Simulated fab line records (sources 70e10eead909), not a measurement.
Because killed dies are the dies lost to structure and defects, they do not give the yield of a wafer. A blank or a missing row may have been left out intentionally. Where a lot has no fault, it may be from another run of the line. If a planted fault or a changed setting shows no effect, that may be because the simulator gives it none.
fab line records | flow nand-harc
record: lots: 6 | wafers: 18 | last-day: 33
route steps=1302 shown A_M0@1157 A_M1@1169 END@1302
lots that met no fault: taken from a fault-free run of the same line
start-h: hours from the record's first day to the start of the lot's first wafer shown | wait-h: hours elapsed since this lot's preceding step | " unchanged from the row above | L1.1+2: several wafers, shown together as one row | - no value present, or no start provided | * or withheld: withheld | < > ~ a bound
route shown NAME@n: a module of which the file shows steps, and the number in the route of the first | usual: the fault-free wafers' mean and standard deviation | same: alike in all rows | chamber/n: place in a boat | sites: per-site readings | _std_site: how widely they spread, as a standard deviation | _edge_site: mean of outer sites minus mean of inner sites | radius-mm: how far each site lies from the wafer's centre | mask NAME#n: copy n | behind: tool/chamber where the wafer was last shaped | hold: why the lot was held/for how many hours/how that ended | device: the n, p or np transistor that did not switch | end of line: the tests these same wafers got at the end of their route | for a step that has no rows: nothing shown but its recipe | killed: not the wafer's yield, but the dies lost to structure and defects at the first sort | map: the dies of a wafer, with x for killed, . for not killed, _ for no die there
set.NAME: the setting that was run; set.NAME@STEP: the one run at that earlier step | model.NAME: the simulator's own value behind a step, which no gauge read
lots at selected steps of the route; one table per step, one row per wafer
services: the hour from which a tool's chamber was out of use, counted from the record's first day as start-h (under 0 if before that day), plus the number of hours and why
== steps ==
step: NHARC_A_M0_PRE_CLEAN_29
recipe: time-s: 30 | temp-c: 280 | gas: H2/He
usual: heater-power-w: 400/32 | susceptor-temp-C: 280.02/0.19
lot.wafer | tool           | chamber | start-h | wait-h | heater-power-w | susceptor-temp-C
L592.4    | pvd-sputter-02 | -       | -       | -      | 416            | 280.12
L592.3    | "              | -       | "       | "      | 402            | 280.10
L592.2    | "              | -       | "       | "      | 424            | 280.19
L591.1    | pvd-sputter-01 | -       | -       | -      | 407            | 279.82
L591.4    | "              | -       | "       | "      | 411            | 280.11
L591.6    | "              | -       | "       | "      | 399            | 279.71
L600.4    | pvd-sputter-03 | -       | -       | -      | 362            | 279.72
L600.3    | "              | -       | "       | "      | 406            | 280.63
L600.6    | "              | -       | "       | "      | 378            | 279.83
L604.4    | pvd-sputter-01 | -       | -       | -      | 413            | 280.04
L604.1    | "              | -       | "       | "      | 412            | 280.09
L604.3    | "              | -       | "       | "      | 425            | 280.06
L605.3    | pvd-sputter-01 | -       | -       | -      | 419            | 280.56
L605.1    | "              | -       | "       | "      | 413            | 279.79
L605.5    | "              | -       | "       | "      | 413            | 280.10
L607.3    | pvd-sputter-01 | -       | -       | -      | 417            | 280.01
L607.2    | "              | -       | "       | "      | 412            | 280.42
L607.5    | "              | -       | "       | "      | 432            | 280.13
step: NHARC_A_M0_PVD_20
recipe: target-thk-a: 50 | bias-v: 168.6 | power-w: 15000 | chamber-pressure-pa: 0.12 | time-s: 8.06 | substrate-temp-c: 50 | material: TaN
step: NHARC_A_M0_PVD_21
recipe: target-thk-a: 300 | chamber-pressure-pa: 5 | power-w: 5000 | substrate-temp-c: 30 | time-s: 20.49 | material: Cu
step: NHARC_A_M0_ECD_22
recipe: target-thk-a: 4000 | bath-temp-c: 25 | material: Cu
step: NHARC_A_M0_ANNEAL_30
recipe: temp-c: 225 | time-s: 90
usual: anneal-temp-c-max: 226.1/0.31 | wafer_temp_C_max: 226.02/0.24
lot.wafer | tool          | chamber | start-h | wait-h | anneal-temp-c-max | wafer_temp_C_max
L592.2    | rtp-anneal-01 | 0       | 545.03  | -      | 226.4             | 225.69
L592.3    | "             | 0       | "       | "      | 226.3             | 225.94
L592.4    | "             | 0       | "       | "      | 226.3             | 226.32
L591.1    | rtp-anneal-02 | 0       | 552.64  | 0.3    | 225.9             | 225.79
L591.4    | "             | 0       | "       | "      | 225.7             | 226.43
L591.6    | "             | 0       | "       | "      | 226.0             | 225.92
L600.3    | rtp-anneal-02 | 0       | 644.42  | 0.3    | 225.8             | 225.73
L600.4    | "             | 0       | "       | "      | 225.8             | 225.80
L600.6    | "             | 0       | "       | "      | 226.1             | 226.18
L604.1    | rtp-anneal-01 | 0       | 708.71  | -      | 226.6             | 226.17
L604.3    | "             | 0       | "       | "      | 226.6             | 226.13
L604.4    | "             | 0       | "       | "      | 226.0             | 226.46
L605.1    | rtp-anneal-02 | 0       | 713.24  | -      | 226.4             | 225.99
L605.3    | "             | 0       | "       | "      | 225.9             | 225.77
L605.5    | "             | 0       | "       | "      | 226.2             | 226.07
L607.2    | rtp-anneal-02 | 0       | 728.08  | 0.4    | 226.3             | 225.95
L607.3    | "             | 0       | "       | "      | 225.8             | 226.17
L607.5    | "             | 0       | "       | "      | 226.2             | 225.75
step: NHARC_A_M0_CMP_23
recipe: t-overpolish-s: 20 | target-thk-nm: 113.75
step: NHARC_A_M0_THK_MEAS_24
recipe: thk-meas-gauge: xrf
usual: thk-nm: 113.6/1.7
lot.wafer | tool          | chamber | start-h | wait-h | thk-nm
L592.2    | film-metro-02 | -       | 545.64  | -      | 115.8
L592.3    | "             | -       | "       | "      | 115.1
L592.4    | "             | -       | "       | "      | 114.8
L591.1    | film-metro-02 | -       | 553.30  | -      | 115.7
L591.4    | "             | -       | "       | "      | 113.1
L591.6    | "             | -       | "       | "      | 111.6
L600.3    | film-metro-01 | -       | 644.98  | -      | 113.8
L600.4    | "             | -       | "       | "      | 114.1
L600.6    | "             | -       | "       | "      | 114.9
L604.1    | film-metro-01 | -       | 709.37  | -      | 114.7
L604.3    | "             | -       | "       | "      | 111.8
L604.4    | "             | -       | "       | "      | 113.3
L605.1    | film-metro-01 | -       | 713.90  | -      | 112.9
L605.3    | "             | -       | "       | "      | 114.1
L605.5    | "             | -       | "       | "      | 112.3
L607.2    | film-metro-01 | -       | 728.69  | -      | 114.9
L607.3    | "             | -       | "       | "      | 115.0
L607.5    | "             | -       | "       | "      | 113.7
step: NHARC_A_M0_SRD_25
step: NHARC_A_M0_INSPECT_27
usual: raw-defect-count: 559/140
lot.wafer | tool              | chamber | start-h | wait-h | raw-defect-count
L592.2    | defect-inspect-02 | -       | 545.80  | 0.0    | 405
L592.3    | "                 | -       | "       | "      | 364
L592.4    | "                 | -       | "       | "      | 429
L591.1    | defect-inspect-01 | -       | 553.46  | 0.0    | 645
L591.4    | "                 | -       | "       | "      | 631
L591.6    | "                 | -       | "       | "      | 626
L600.3    | defect-inspect-02 | -       | 645.13  | 0.0    | 608
L600.4    | "                 | -       | "       | "      | 921
L600.6    | "                 | -       | "       | "      | 877
L604.1    | defect-inspect-01 | -       | 709.52  | 0.0    | 474
L604.3    | "                 | -       | "       | "      | 486
L604.4    | "                 | -       | "       | "      | 395
L605.1    | defect-inspect-01 | -       | 714.06  | 0.0    | 568
L605.3    | "                 | -       | "       | "      | 421
L605.5    | "                 | -       | "       | "      | 830
L607.2    | defect-inspect-01 | -       | 728.87  | 0.0    | 497
L607.3    | "                 | -       | "       | "      | 350
L607.5    | "                 | -       | "       | "      | 414
step: NHARC_A_M0_PRE_CLEAN_31
recipe: time-s: 12 | temp-c: 370 | rf-power-w: 300 | gas: NH3
usual: heater-power-w: 681/84 | susceptor-temp-C: 370.00/0.24
lot.wafer | tool     | chamber | start-h | wait-h | heater-power-w | susceptor-temp-C
L592.3    | pecvd-02 | 2       | 545.88  | 0.1    | 812            | 370.26
L592.2    | "        | 0       | "       | "      | 735            | 370.01
L592.4    | "        | 2       | "       | "      | 798            | 370.10
L591.1    | pecvd-02 | 2       | 553.52  | 0.1    | 841            | 369.79
L591.4    | "        | 2       | "       | "      | 856            | 369.88
L591.6    | "        | 0       | "       | "      | 704            | 370.13
L600.3    | pecvd-04 | 2       | 645.21  | 0.1    | 735            | 370.07
L600.6    | "        | 1       | "       | "      | 709            | 370.03
L600.4    | "        | 2       | "       | "      | 718            | 370.16
L604.3    | pecvd-04 | 1       | 709.59  | 0.1    | 647            | 370.44
L604.1    | "        | 2       | "       | "      | 677            | 370.00
L604.4    | "        | 0       | "       | "      | 723            | 369.84
L605.1    | pecvd-03 | 0       | 714.13  | 0.1    | 557            | 369.92
L605.3    | "        | 2       | "       | "      | 517            | 369.95
L605.5    | "        | 0       | "       | "      | 560            | 369.88
L607.2    | pecvd-04 | 0       | 728.94  | 0.1    | 736            | 369.99
L607.3    | "        | 1       | "       | "      | 623            | 370.04
L607.5    | "        | 2       | "       | "      | 761            | 370.22
step: NHARC_A_M0_DEP_32
recipe: target-thk-a: 300 | temp-c: 370 | target-thk-nm: 30 | pressure-torr: 3 | flow-sccm: 200 | rf-w: 450 | material: SiCN
usual: heater-power-w: 617/83 | susceptor-temp-C: 370.07/0.19
lot.wafer | tool     | chamber | start-h | wait-h | heater-power-w | susceptor-temp-C
L592.3    | pecvd-02 | 2       | 545.99  | 0.1    | 796            | 370.07
L592.2    | "        | 0       | "       | "      | 622            | 369.83
L592.4    | "        | 2       | "       | "      | 792            | 370.23
L591.1    | pecvd-02 | 2       | 553.60  | 0.1    | 705            | 369.86
L591.4    | "        | 2       | "       | "      | 672            | 370.16
L591.6    | "        | 0       | "       | "      | 717            | 370.24
L600.3    | pecvd-04 | 2       | 645.32  | 0.1    | 678            | 370.07
L600.6    | "        | 1       | "       | "      | 660            | 369.78
L600.4    | "        | 2       | "       | "      | 688            | 370.03
L604.3    | pecvd-04 | 1       | 709.67  | 0.1    | 660            | 370.29
L604.1    | "        | 2       | "       | "      | 634            | 370.06
L604.4    | "        | 0       | "       | "      | 650            | 369.87
L605.1    | pecvd-03 | 0       | 714.21  | 0.1    | 547            | 370.06
L605.3    | "        | 2       | "       | "      | 478            | 369.87
L605.5    | "        | 0       | "       | "      | 535            | 370.18
L607.2    | pecvd-04 | 0       | 729.02  | 0.1    | 698            | 370.18
L607.3    | "        | 1       | "       | "      | 611            | 369.89
L607.5    | "        | 2       | "       | "      | 673            | 369.95
step: NHARC_A_M1_DEP_00
recipe: target-thk-a: 1825 | target-thk-nm: 182.5 | temp-c: withheld | pressure-torr: 5 | flow-sccm: 200 | rf-w: 600 | material: SiOC
lot.wafer  | tool     | chamber | start-h | wait-h
L592.2+3+4 | pecvd-04 | 0,2,1   | 546.36  | -
L591.1+4+6 | pecvd-04 | 2,0,1   | 554.10  | -
L600.3+6+4 | pecvd-03 | 0,1,0   | 645.78  | -
L604.1+3+4 | pecvd-03 | 2,0,1   | 710.13  | -
L605.1+3+5 | pecvd-02 | 2,0,2   | 714.62  | -
L607.2+3+5 | pecvd-04 | 2,1,2   | 729.41  | -
step: NHARC_A_M1_DEHYDRATE_01
recipe: temp-c: 150 | time-s: 120
step: NHARC_A_M1_HMDS_02
recipe: time-s: 30
step: NHARC_A_M1_COAT_34
recipe: temp-c: 200 | time-s: 65
step: NHARC_A_M1_COAT_03
recipe: spin-rpm: 1500 | resist-thk-nm: 90
step: NHARC_A_M1_SOFTBAKE_04
recipe: temp-c: 105 | time-s: 55
step: NHARC_A_M1_EBR_05
step: NHARC_A_M1_EXPOSE_06
recipe: na: 1.35 | target-cd-nm: 120 | dose-mj: 75.13 | mask-id: A_M1
step: NHARC_A_M1_PEB_07
recipe: peb-temp-c: 100 | peb-time-s: 65
step: NHARC_A_M1_DEVELOP_08
recipe: develop-time-s: 35 | dev-temp-c: 23
step: NHARC_A_M1_CD_MEAS_09
recipe: target-cd-nm: 120 | landing-energy-ev: 500
usual: cd-nm: 120.0/0.81
lot.wafer | tool      | chamber | start-h | wait-h | cd-nm
L592.2    | cd-sem-03 | 0       | 547.19  | -      | 119.1
L592.3    | "         | 0       | "       | "      | 119.7
L592.4    | "         | 0       | "       | "      | 118.9
L591.1    | cd-sem-03 | 0       | 554.85  | -      | 120.4
L591.4    | "         | 0       | "       | "      | 120.0
L591.6    | "         | 0       | "       | "      | 119.6
L600.3    | cd-sem-01 | 0       | 646.40  | -      | 119.3
L600.4    | "         | 0       | "       | "      | 119.3
L600.6    | "         | 0       | "       | "      | 119.0
L604.1    | cd-sem-01 | 0       | 710.92  | -      | 119.5
L604.3    | "         | 0       | "       | "      | 119.7
L604.4    | "         | 0       | "       | "      | 119.8
L605.1    | cd-sem-01 | 0       | 715.34  | -      | 119.3
L605.3    | "         | 0       | "       | "      | 118.9
L605.5    | "         | 0       | "       | "      | 119.2
L607.2    | cd-sem-03 | 0       | 730.25  | -      | 121.1
L607.3    | "         | 0       | "       | "      | 121.3
L607.5    | "         | 0       | "       | "      | 120.1
step: NHARC_A_M1_OVL_MEAS_10
recipe: pitch-nm: 240
usual: overlay-x-nm: -0.1/0.87 | overlay-y-nm: 0.1/0.77
lot.wafer | tool       | chamber | start-h | wait-h | overlay-x-nm | overlay-y-nm
L592.2    | overlay-01 | -       | 547.28  | -      | -0.2         | 0.2
L592.3    | "          | -       | "       | "      | -0.5         | 0.5
L592.4    | "          | -       | "       | "      | -0.1         | 0.0
L591.1    | overlay-02 | -       | 554.94  | -      | 0.0          | -1.2
L591.4    | "          | -       | "       | "      | 0.0          | -1.3
L591.6    | "          | -       | "       | "      | 0.7          | -0.6
L600.3    | overlay-02 | -       | 646.49  | -      | -2.0         | 0.7
L600.4    | "          | -       | "       | "      | -1.5         | 0.8
L600.6    | "          | -       | "       | "      | -1.8         | 0.3
L604.1    | overlay-01 | -       | 711.01  | -      | -1.0         | -0.3
L604.3    | "          | -       | "       | "      | -0.4         | -1.4
L604.4    | "          | -       | "       | "      | -1.1         | -1.0
L605.1    | overlay-02 | -       | 715.43  | -      | -0.6         | -0.9
L605.3    | "          | -       | "       | "      | 0.4          | -1.0
L605.5    | "          | -       | "       | "      | -0.1         | -0.8
L607.2    | overlay-01 | -       | 730.34  | -      | -0.9         | 1.3
L607.3    | "          | -       | "       | "      | -0.8         | 1.0
L607.5    | "          | -       | "       | "      | -0.4         | 1.1
step: NHARC_A_M1_INSPECT_11
usual: raw-defect-count: 85/44
lot.wafer | tool              | chamber | start-h | wait-h | raw-defect-count
L592.2    | defect-inspect-02 | -       | 547.31  | 0.0    | 886
L592.3    | "                 | -       | "       | "      | 859
L592.4    | "                 | -       | "       | "      | 882
L591.1    | defect-inspect-02 | -       | 554.97  | 0.0    | 1034
L591.4    | "                 | -       | "       | "      | 962
L591.6    | "                 | -       | "       | "      | 978
L600.3    | defect-inspect-01 | -       | 646.52  | 0.0    | 120
L600.4    | "                 | -       | "       | "      | 138
L600.6    | "                 | -       | "       | "      | 162
L604.1    | defect-inspect-02 | -       | 711.05  | 0.0    | 106
L604.3    | "                 | -       | "       | "      | 107
L604.4    | "                 | -       | "       | "      | 107
L605.1    | defect-inspect-02 | -       | 715.46  | 0.0    | 51
L605.3    | "                 | -       | "       | "      | 31
L605.5    | "                 | -       | "       | "      | 39
L607.2    | defect-inspect-02 | -       | 730.37  | 0.0    | 38
L607.3    | "                 | -       | "       | "      | 50
L607.5    | "                 | -       | "       | "      | 41
step: NHARC_A_M1_DESCUM_14
recipe: time-s: 3 | o2-flow-sccm: 200 | ar-flow-sccm: 0 | bias-power-w: 0 | chemistry: O2
usual: drypump-motor-current-A: 5.9/0.35 | oes-product-au: 0.995/0.0092 | rf-vpp-V: 57.8/0.9 | showerhead-plenum-p-Torr: 1.92/0.086 | throttle-valve-pct: 11.311/0.0096
lot.wafer | tool        | chamber | start-h | wait-h | drypump-motor-current-A | oes-product-au | rf-hours-counter-h | rf-vpp-V | showerhead-plenum-p-Torr | throttle-valve-pct
L592.3    | rie-diel-07 | 2       | 547.38  | 0.1    | 5.8                     | 0.989          | 3.2                | 57.4     | 1.88                     | 11.306
L592.2    | "           | 3       | "       | "      | 5.8                     | 0.988          | 3.7                | 57.6     | 1.81                     | 11.315
L592.4    | "           | 0       | "       | "      | 5.2                     | 1.008          | 3.9                | 57.0     | 1.81                     | 11.297
L591.1    | rie-diel-04 | 2       | 555.03  | 0.1    | 5.9                     | 0.991          | 0.4                | 57.9     | 2.01                     | 11.297
L591.4    | "           | 0       | "       | "      | 5.6                     | 1.000          | 0.5                | 58.4     | 1.95                     | 11.319
L591.6    | "           | 2       | "       | "      | 5.8                     | 0.995          | -                  | 56.9     | 2.01                     | 11.310
L600.4    | rie-diel-04 | 1       | 646.59  | 0.1    | 6.4                     | 0.989          | 3.4                | 57.8     | 1.99                     | 11.305
L600.3    | "           | 3       | "       | "      | 6.1                     | 0.996          | 3.6                | 57.2     | 1.90                     | 11.306
L600.6    | "           | 1       | "       | "      | 6.4                     | 0.996          | -                  | 57.2     | 1.99                     | 11.307
L604.3    | rie-diel-07 | 3       | 711.11  | 0.1    | 5.8                     | 0.995          | 1.9                | 57.5     | 1.81                     | 11.313
L604.1    | "           | 0       | "       | "      | 5.2                     | 0.994          | 1.7                | 57.8     | 1.81                     | 11.298
L604.4    | "           | 2       | "       | "      | 5.8                     | 0.978          | 2.0                | 58.0     | 1.88                     | 11.302
L605.3    | rie-diel-02 | 0       | 715.53  | 0.1    | 5.7                     | 1.010          | 8.5                | 58.1     | 1.99                     | 11.313
L605.1    | "           | 2       | "       | "      | 5.8                     | 0.988          | 9.4                | 57.2     | 1.77                     | 11.319
L605.5    | "           | 1       | "       | "      | 5.7                     | 0.991          | -                  | 59.4     | 1.87                     | 11.297
L607.3    | rie-diel-02 | 3       | 730.45  | 0.1    | 5.7                     | 1.002          | 7.9                | 55.6     | 1.80                     | 11.323
L607.2    | "           | 0       | "       | "      | 5.7                     | 1.010          | 8.9                | 58.6     | 1.99                     | 11.314
L607.5    | "           | 1       | "       | "      | 5.7                     | 0.990          | -                  | 57.9     | 1.87                     | 11.304
step: NHARC_END_SORT_01
recipe: temp-c: 25
usual: defect-limited-yield: 91/3.5 | killed-at-array: 59/24 | killed-at-other: 0.7/1.2 | killed-at-periphery: 3.5/2.6 | killed-dies: 63/24 | killed-open: 3.2/2.1 | killed-short: 2.4/1.5
same: gross-dies: 677
lot.wafer | tool      | chamber | start-h | wait-h | defect-limited-yield[%] | killed-at-array | killed-at-other | killed-at-periphery | killed-dies | killed-open | killed-short
L592.2    | prober-02 | 0       | 582.32  | 2.8    | 88                      | 79              | 0               | 1                   | 80          | 1           | 1
L592.3    | prober-02 | 0       | 583.11  | 3.1    | 84                      | 108             | 0               | 2                   | 110         | 3           | 3
L592.4    | prober-02 | 0       | 583.90  | 3.4    | 86                      | 91              | 0               | 3                   | 94          | 5           | 1
L591.1    | prober-02 | 0       | 592.25  | 2.5    | 73                      | 176             | 0               | 8                   | 184         | 5           | 1
L591.4    | prober-02 | 0       | 594.69  | 3.5    | 77                      | 152             | 0               | 4                   | 156         | 9           | 3
L591.6    | prober-02 | 0       | 596.33  | 4.1    | 74                      | 174             | 0               | 3                   | 177         | 2           | 1
L605.1    | prober-01 | 0       | 766.59  | 2.5    | 92                      | 51              | 2               | 3                   | 56          | 2           | 2
L605.3    | prober-01 | 0       | 768.18  | 3.1    | 94                      | 35              | 0               | 3                   | 38          | 2           | 3
L605.5    | prober-01 | 0       | 769.77  | 3.7    | 94                      | 36              | 0               | 5                   | 41          | 3           | 4
L604.1    | prober-02 | 0       | 766.60  | 2.5    | 89                      | 71              | 0               | 1                   | 72          | 0           | 2
L604.3    | prober-02 | 0       | 768.20  | 3.1    | 88                      | 75              | 0               | 4                   | 79          | 5           | 1
L604.4    | prober-02 | 0       | 769.00  | 3.4    | 88                      | 75              | 0               | 8                   | 83          | 4           | 3
L607.2    | prober-02 | 0       | 783.03  | 2.8    | 92                      | 37              | 6               | 8                   | 51          | 1           | 4
L607.3    | prober-02 | 0       | 783.83  | 3.1    | 92                      | 42              | 2               | 8                   | 52          | 4           | 1
L607.5    | prober-02 | 0       | 785.42  | 3.7    | 93                      | 38              | 3               | 5                   | 46          | 0           | 1
killed by level:class
L592.2 A_M1:unspecified=49 A_CHANNEL_HOLE_D2:chamber-film-flake=15 A_CONTACT:chamber-film-flake=5 A_CHANNEL_HOLE_D1:chamber-film-flake=3 A_CHANNEL_FILL_D1:chamber-film-flake=2 A_STAIRCASE:chamber-film-flake=2 A_CHANNEL_HOLE_D1:geometric-particle:open=1 A_CHANNEL_FILL_D2:geometric-particle:short=1
L592.3 A_M1:unspecified=84 A_CHANNEL_HOLE_D2:chamber-film-flake=6 A_STAIRCASE:chamber-film-flake=5 A_CONTACT:chamber-film-flake=3 A_ONON_D1:geometric-particle:open=2 A_CHANNEL_HOLE_D1:chamber-film-flake=2 A_ONON_D1:geometric-particle:short=1 A_DECK1_JOINT:geometric-particle:short=1
L592.4 A_M1:unspecified=57 A_CHANNEL_HOLE_D2:chamber-film-flake=12 A_STAIRCASE:chamber-film-flake=5 A_CHANNEL_FILL_D1:chamber-film-flake=4 A_CONTACT:chamber-film-flake=4 A_WL_FILL:chamber-film-flake=3 P_GATE:geometric-particle:open=1 A_ONON_D1:geometric-particle:open=1
L591.1 A_M1:unspecified=84 A_SLIT:chamber-film-flake=28 A_CHANNEL_HOLE_D2:chamber-film-flake=24 A_CHANNEL_HOLE_D1:chamber-film-flake=23 A_CONTACT:chamber-film-flake=10 P_M1:chamber-film-flake=4 A_STAIRCASE:chamber-film-flake=3 P_CONTACT:geometric-particle:open=2
L591.4 A_M1:unspecified=45 A_CHANNEL_HOLE_D2:chamber-film-flake=33 A_CHANNEL_HOLE_D1:chamber-film-flake=28 A_SLIT:chamber-film-flake=21 A_CONTACT:chamber-film-flake=5 A_ONON_D1:geometric-particle:open=4 A_STAIRCASE:chamber-film-flake=4 A_BONDPAD:chamber-film-flake=3
L591.6 A_M1:unspecified=58 A_CHANNEL_HOLE_D1:chamber-film-flake=38 A_CHANNEL_HOLE_D2:chamber-film-flake=36 A_SLIT:chamber-film-flake=28 A_CONTACT:chamber-film-flake=7 A_STAIRCASE:chamber-film-flake=3 P_M1:chamber-film-flake=2 A_CHANNEL_FILL_D1:geometric-particle:open=1
L605.1 A_CHANNEL_HOLE_D1:chamber-film-flake=16 A_STAIRCASE:chamber-film-flake=10 A_SLIT:chamber-film-flake=9 A_SGD_CUT:chamber-film-flake=5 A_WL_FILL:chamber-film-flake=3 A_CHANNEL_FILL_D1:chamber-film-flake=2 A_CONTACT:chamber-film-flake=2 THIN_TSV:chamber-film-flake=2
L604.1 A_CHANNEL_HOLE_D1:chamber-film-flake=35 A_CHANNEL_HOLE_D2:chamber-film-flake=21 A_CONTACT:chamber-film-flake=9 A_SLIT:chamber-film-flake=3 A_ONON_D1:geometric-particle:short=1 A_ONON_D2:geometric-particle:short=1 P_ZERO_WELL:chamber-film-flake=1 A_STAIRCASE:chamber-film-flake=1
L605.3 A_STAIRCASE:chamber-film-flake=9 A_CHANNEL_HOLE_D1:chamber-film-flake=9 A_SGD_CUT:chamber-film-flake=4 A_SLIT:chamber-film-flake=4 A_CHANNEL_FILL_D2:chamber-film-flake=2 P_M1:geometric-particle:short=1 A_ONON_D1:geometric-particle:short=1 A_CHANNEL_FILL_D1:geometric-particle:open=1
L604.3 A_CHANNEL_HOLE_D1:chamber-film-flake=38 A_CHANNEL_HOLE_D2:chamber-film-flake=23 A_CONTACT:chamber-film-flake=6 A_SLIT:chamber-film-flake=3 A_BLC:geometric-particle:open=2 P_GATE:chamber-film-flake=2 P_CONTACT:geometric-particle:open=1 A_ONON_D2:geometric-particle:open=1
L604.4 A_CHANNEL_HOLE_D1:chamber-film-flake=32 A_CHANNEL_HOLE_D2:chamber-film-flake=24 A_CONTACT:chamber-film-flake=12 A_DECK1_JOINT:geometric-particle:short=2 P_STI:chamber-film-flake=2 P_GATE:chamber-film-flake=2 A_SLIT:chamber-film-flake=2 P_GATE:geometric-particle:open=1
L605.5 A_CHANNEL_HOLE_D1:chamber-film-flake=13 A_STAIRCASE:chamber-film-flake=6 A_SGD_CUT:chamber-film-flake=4 A_SLIT:chamber-film-flake=3 P_GATE:geometric-particle:open=1 P_CONTACT:geometric-particle:open=1 A_CHANNEL_FILL_D1:geometric-particle:short=1 A_DECK1_JOINT:geometric-particle:short=1
L607.2 A_CHANNEL_HOLE_D1:chamber-film-flake=16 A_CONTACT:chamber-film-flake=8 THIN_TSV:chamber-film-flake=5 P_ZERO_WELL:chamber-film-flake=4 A_SLIT:chamber-film-flake=4 P_M1:chamber-film-flake=3 A_STAIRCASE:chamber-film-flake=3 A_CHANNEL_FILL_D2:geometric-particle:short=2
L607.3 A_CHANNEL_HOLE_D1:chamber-film-flake=15 A_SLIT:chamber-film-flake=10 A_CONTACT:chamber-film-flake=8 A_STAIRCASE:chamber-film-flake=6 A_M1:geometric-particle:open=2 P_ZERO_WELL:chamber-film-flake=2 P_GATE:chamber-film-flake=2 P_M0:geometric-particle:open=1
L607.5 A_CHANNEL_HOLE_D1:chamber-film-flake=12 A_CONTACT:chamber-film-flake=9 A_SLIT:chamber-film-flake=7 P_GATE:chamber-film-flake=3 A_DECK1_JOINT:chamber-film-flake=3 A_STAIRCASE:chamber-film-flake=3 THIN_TSV:chamber-film-flake=3 A_BONDPAD:chamber-film-flake=2
== services ==
tool           | chamber | start-h | hours | kind
pvd-sputter-03 | -       | 520.70  | 3.6   | repair
rie-diel-02    | 0       | 523.28  | 4.3   | repair
pvd-sputter-03 | -       | 526.02  | 10.0  | pm
rie-diel-07    | 2       | 529.17  | 8.4   | repair
rie-diel-04    | -       | 531.90  | 9.0   | pm
pecvd-03       | -       | 545.62  | 1.8   | repair
pecvd-03       | -       | 547.79  | 13.0  | pm
pvd-sputter-03 | -       | 548.06  | 16.0  | repair
rie-diel-02    | -       | 570.71  | 9.0   | pm
pvd-sputter-01 | -       | 584.92  | 10.0  | pm
pecvd-02       | -       | 589.01  | 13.0  | pm
rie-diel-04    | 2       | 611.62  | 4.7   | repair
rie-diel-04    | -       | 626.46  | 0.4   | repair
pecvd-04       | -       | 631.35  | 13.0  | pm
rie-diel-07    | -       | 648.20  | 9.0   | pm
rie-diel-02    | 3       | 651.34  | 8.0   | repair
pecvd-02       | 2       | 671.90  | 5.0   | repair
rie-diel-02    | 1       | 684.94  | 5.9   | repair
pvd-sputter-01 | -       | 695.70  | 0.7   | repair
rie-diel-04    | -       | 708.90  | 9.0   | pm
rie-diel-02    | 3       | 712.53  | 4.9   | repair
pecvd-03       | 2       | 716.46  | 18.6  | repair
rtp-anneal-01  | -       | 727.39  | 6.3   | repair
pecvd-03       | -       | 728.79  | 13.0  | pm
== key ==
first-sign: step: NHARC_A_M1_INSPECT_11 | reading: raw-defect-count | direction: up | sigmas: 19 | usual: 85 | struck: 934
effect: step: NHARC_END_SORT_01 | reading: killed-at-array | direction: up | sigmas: 3 | usual: 59 | struck: 130 | wafers-moved: 4
more-kills-born-at: NHARC_A_M1_DEP_00@pecvd-04: 377
met-at NHARC_A_M1_DEP_00
struck-wafers L591.1,L591.4,L591.6,L592.2,L592.3,L592.4
also-fits NHARC_A_M0_PRE_CLEAN_31:pecvd-02,NHARC_A_M0_DEP_32:pecvd-02
fault: kind: chamber-particle-source | tool: pecvd-04 | chamber: - | onset-h: 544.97 | steps: NHARC_A_M1_DEP_00 | rate-per-visit-cm2: 1.3129 | end-h: 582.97
